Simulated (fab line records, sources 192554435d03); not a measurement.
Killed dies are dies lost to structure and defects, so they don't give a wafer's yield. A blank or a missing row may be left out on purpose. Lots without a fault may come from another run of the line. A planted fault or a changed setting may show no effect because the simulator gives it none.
Chamber matching | flow n5_finfet | N5_BEOL_M2_ALD_98 on ald_sin-03: 4 sister chambers
The step deposits SiO2, target thk 2.5 nm, pulse time 1 s, co reactant pulse time 1 s. 4 wafers are shown with their chamber, then 8 later ones without.

WAFERS WITH THEIR CHAMBER
wafer  | chamber | heater_power_w (W)
L094.1 | 0       | 73
L094.3 | 1       | 75
L094.4 | 2       | 75
L095.1 | 3       | 84

WAFERS WITHOUT THEIR CHAMBER
wafer  | heater_power_w (W)
L095.3 | 74
L095.6 | 76
L096.1 | 76
L096.5 | 73
L096.6 | 76
L097.2 | 73
L097.3 | 75
L097.6 | 78

WHICH CHAMBER EACH WENT THROUGH
wafer  | from the rows above          | in truth
L095.3 | can't be placed: 0 or 1 or 2 | 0
L095.6 | can't be placed: 1 or 2 or 0 | 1
L096.1 | can't be placed: 1 or 2 or 0 | 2
L096.5 | can't be placed: 0 or 1 or 2 | 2
L096.6 | can't be placed: 1 or 2 or 0 | 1
L097.2 | can't be placed: 0 or 1 or 2 | 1
L097.3 | can't be placed: 1 or 2 or 0 | 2
L097.6 | can't be placed: 1 or 2 or 0 | 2
Placed correctly: 0 of 8. Can't be placed from these rows: 8 (the true chamber is among the candidates in 8). Placed wrongly: 0.
How it was worked out, from the rows above alone: a wafer's distance from a chamber is the root of the sum, over the readings, of the square of ((its reading less the chamber's mean) divided by the reading's scatter). The wafer belongs to the nearest chamber; if the next one is less than 2 further off, it can't be placed. A chamber's mean is the mean of its shown wafers. The scatter: with one shown wafer a chamber, the root of the mean of the squares of how far each hidden wafer lies from its nearest shown one.
